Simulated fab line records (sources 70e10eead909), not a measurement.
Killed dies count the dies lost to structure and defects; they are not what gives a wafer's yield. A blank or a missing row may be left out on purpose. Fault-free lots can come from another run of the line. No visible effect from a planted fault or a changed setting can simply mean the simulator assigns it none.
fab line records -- flow nand_harc
record lots=5, wafers=15, last_day=32
route steps=1302 shown A_STAIRCASE@689
lots with no fault: from the same line, run without faults
start_h: start of the lot's first displayed wafer, in hours after the record's first day -- wait_h: how many hours have passed since the lot's step before this one -- " unchanged from the row above -- L1.1+2: several wafers, shown together as one row -- - either no value or no given start -- * or withheld: withheld -- < > ~ a bound
route shown NAME@n: a module of which the file shows steps, and the number in the route of the first -- usual: average and standard deviation across the fault-free wafers -- same: alike in all rows -- chamber/n: place in a boat -- sites: the reading at each site -- _std_site: the standard deviation of these -- _edge_site: the outer-site mean with the inner-site mean subtracted -- radius_mm: how far each site lies from the wafer's centre -- mask NAME#n: copy n -- behind: the most recent tool/chamber to have shaped the wafer -- hold: why the lot was held/for how many hours/how that ended -- device: names the non-switching transistor (n, p or np) -- end of line: tests run on the same wafers once the route is complete -- step lacking rows: just its recipe -- killed: the dies lost at the first sort to structure and to defects; this is not the yield of the wafer -- map: dies across one wafer; x = killed, . = not, _ = none there
set.NAME: the setting as run; set.NAME@STEP: as run at that earlier step -- model.NAME: the simulator's own value behind a step, which no gauge read
lots seen at some steps along the route; tables by step, rows by wafer
services: a tool's chamber out of use, with start hour (start_h, from the record's first day; less than 0 if before it), hours out, and reason
## steps
# step NHARC_A_STAIRCASE_SRD_150
# step NHARC_A_STAIRCASE_DEHYDRATE_176
# recipe temp_c=150, time_s=120
# step NHARC_A_STAIRCASE_HMDS_177
# recipe time_s=30
# step NHARC_A_STAIRCASE_COAT_178
# recipe spin_rpm=1200
# step NHARC_A_STAIRCASE_SOFTBAKE_179
# recipe temp_c=135, time_s=170
# step NHARC_A_STAIRCASE_EBR_180
# step NHARC_A_STAIRCASE_EXPOSE_181
# recipe na=0.5, dose_mj=27.87, mask_id=STAIR_2
# step NHARC_A_STAIRCASE_PEB_182
# recipe peb_temp_c=115, peb_time_s=130
# step NHARC_A_STAIRCASE_DEVELOP_183
# recipe time_s=140
# step NHARC_A_STAIRCASE_HARDBAKE_185
# recipe temp_c=120, time_s=140
# step NHARC_A_STAIRCASE_DESCUM_186
# recipe time_s=3, o2_flow_sccm=200, ar_flow_sccm=0, bias_power_w=0, chemistry=O2
# usual drypump_motor_current_A=5.6/0.38, oes_product_au=1.000/0.016, rf_vpp_V=57.9/0.88, showerhead_plenum_p_Torr=1.92/0.096, throttle_valve_pct=11.311/0.0078
lot.wafer,tool,chamber,start_h,wait_h,drypump_motor_current_A,oes_product_au,rf_hours_counter_h,rf_vpp_V,showerhead_plenum_p_Torr,throttle_valve_pct
L962.2,rie_diel-13,1,409.45,-,6.2,1.010,18,57.6,2.03,11.312
L962.3,rie_diel-13,2,409.45,-,5.4,0.999,18,58.3,2.03,11.308
L962.5,rie_diel-13,2,409.45,-,5.5,0.998,-,59.2,2.03,11.314
L965.3,rie_diel-02,0,457.49,-,5.6,0.993,17,57.8,1.80,11.314
L965.1,rie_diel-02,2,457.49,-,6.0,1.000,14,57.1,1.81,11.314
L965.6,rie_diel-02,3,457.49,-,5.2,0.992,-,60.2,2.04,11.313
L969.1,rie_diel-02,0,492.04,-,5.6,1.000,25,58.0,1.79,11.311
L969.3,rie_diel-02,3,492.04,-,5.2,0.997,25,58.8,2.03,11.297
L969.5,rie_diel-02,0,492.04,-,5.6,0.997,-,57.6,1.79,11.308
L977.4,rie_diel-01,2,572.68,-,5.7,0.993,3,54.9,1.83,11.320
L977.1,rie_diel-01,3,572.68,-,5.1,0.988,3,58.4,1.94,11.312
L977.5,rie_diel-01,2,572.68,-,5.7,0.998,-,58.0,1.83,11.308
L978.2,rie_diel-13,3,573.33,-,5.2,1.024,15,57.9,1.98,11.319
L978.4,rie_diel-13,2,573.33,-,5.5,1.009,16,58.5,2.01,11.310
L978.5,rie_diel-13,0,573.33,-,6.3,1.003,-,58.4,1.77,11.306
# step NHARC_A_STAIRCASE_TRIM_187
# recipe time_s=211.2, o2_flow_sccm=500, ar_flow_sccm=0, bias_w=0, chemistry=O2
# usual drypump_motor_current_A=5.7/0.39, oes_product_au=1.003/0.016, rf_vpp_V=57.8/0.84, showerhead_plenum_p_Torr=3.53/0.16, throttle_valve_pct=17.037/0.01
lot.wafer,tool,chamber,start_h,wait_h,drypump_motor_current_A,oes_product_au,rf_hours_counter_h,rf_vpp_V,showerhead_plenum_p_Torr,throttle_valve_pct
L962.3,rie_diel-13,0,409.55,0.1,6.3,1.014,19,58.0,3.31,17.046
L962.2,rie_diel-13,1,409.55,0.1,6.2,1.015,18,59.1,3.73,17.033
L962.5,rie_diel-13,2,409.55,0.1,5.5,0.993,-,57.8,3.73,17.048
L965.1,rie_diel-02,0,457.57,0.1,5.6,0.994,17,57.9,3.33,17.041
L965.3,rie_diel-02,1,457.57,0.1,5.4,1.011,17,57.7,3.60,17.022
L965.6,rie_diel-02,1,457.57,0.1,5.3,1.000,-,58.8,3.60,17.039
L969.3,rie_diel-02,1,492.13,0.1,5.3,1.012,28,57.1,3.60,17.031
L969.1,rie_diel-02,2,492.13,0.1,5.9,1.329,27,58.1,3.35,17.037
L969.5,rie_diel-02,1,492.13,0.1,5.3,1.030,-,57.5,3.60,17.040
L977.4,rie_diel-01,1,572.77,0.1,5.7,1.013,3,58.1,3.54,17.038
L977.1,rie_diel-01,3,572.77,0.1,5.2,0.990,3,57.5,3.58,17.043
L977.5,rie_diel-01,2,572.77,0.1,5.7,0.993,-,57.3,3.39,17.024
L978.2,rie_diel-13,2,573.41,0.1,5.5,1.001,16,58.8,3.70,17.048
L978.4,rie_diel-13,1,573.41,0.1,6.2,1.008,17,58.3,3.70,17.040
L978.5,rie_diel-13,3,573.41,0.1,5.2,1.015,-,59.0,3.64,17.031
# step NHARC_A_STAIRCASE_ETCH_188
# recipe target_depth_a=1000, time_s=40.5, ion_energy_ev=400, c4f8_flow_sccm=20, o2_flow_sccm=10, ar_flow_sccm=withheld, rf_w=600, bias_w=1000, chemistry=C4F8/O2
# usual oes_product_au=0.942/0.016, rf_vpp_V=896/6.1
lot.wafer,tool,chamber,start_h,wait_h,oes_product_au,rf_hours_counter_h,rf_vpp_V
L962.2,rie_diel-13,1,-,-,0.937,18,903
L962.3,rie_diel-13,2,-,-,0.923,19,903
L962.5,rie_diel-13,0,-,-,0.930,-,887
L965.3,rie_diel-02,2,-,-,0.963,14,890
L965.1,rie_diel-02,1,-,-,0.956,17,898
L965.6,rie_diel-02,3,-,-,0.938,-,904
L969.1,rie_diel-02,2,-,-,0.941,27,888
L969.3,rie_diel-02,0,-,-,0.931,26,889
L969.5,rie_diel-02,2,-,-,0.947,-,889
L977.4,rie_diel-01,0,-,-,0.970,3,888
L977.1,rie_diel-01,2,-,-,0.938,3,890
L977.5,rie_diel-01,3,-,-,0.931,-,899
L978.4,rie_diel-13,2,-,-,0.943,16,902
L978.2,rie_diel-13,0,-,-,0.944,16,888
L978.5,rie_diel-13,2,-,-,0.947,-,903
## services
tool,chamber,start_h,hours,kind
rie_diel-13,3,391.08,21.6,repair
rie_diel-02,-,393.92,9.0,pm
rie_diel-02,0,393.92,9.0,vent_cycle
rie_diel-02,1,393.92,9.0,vent_cycle
rie_diel-02,2,393.92,9.0,vent_cycle
rie_diel-02,3,393.92,9.0,vent_cycle
rie_diel-02,0,402.92,-,clean
rie_diel-02,1,402.92,-,clean
rie_diel-02,2,402.92,-,clean
rie_diel-02,3,402.92,-,clean
rie_diel-13,0,424.53,-,clean
rie_diel-13,1,424.53,-,clean
rie_diel-13,2,424.53,-,clean
rie_diel-13,3,424.53,-,clean
rie_diel-02,0,427.42,-,clean
rie_diel-02,1,427.42,-,clean
rie_diel-02,2,427.42,-,clean
rie_diel-02,3,427.42,-,clean
rie_diel-01,1,431.94,13.4,repair
rie_diel-13,1,492.24,6.6,repair
rie_diel-13,0,495.00,16.7,repair
rie_diel-13,-,519.06,9.0,pm
rie_diel-01,-,557.90,9.0,pm
rie_diel-02,-,573.51,9.0,pm
## key
first_sign step=NHARC_A_STAIRCASE_TRIM_187, reading=oes_product_au, direction=up, sigmas=21, usual=1.003, struck=1.329
effect none on later readings
met_at NHARC_A_STAIRCASE_TRIM_187
struck_wafers L969.1
later_rows_left_out L969.1
sort_left_out L969.1
tester_left_out L969
fault kind=process_parameter_drift, tool=rie_diel-02, chamber=2, onset_h=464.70, steps=NHARC_A_STAIRCASE_TRIM_187, channel=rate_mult, offset=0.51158, shape=step, end_h=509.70
# tester_left_out: of these lots the tester's yield and bins aren't shown, on N5 and GAA mostly nor the transistor test; their killed dies are dies lost to structure and defects alone, not to doping, threshold or leakage, so they don't give the yield
# sort_left_out: the simulated sort isn't trusted on such a fault, so these wafers' sort isn't shown, and their yield isn't known
# later_rows_left_out: the simulator's readings of these wafers behind a module that went badly wrong aren't trusted and aren't shown, but for the sort
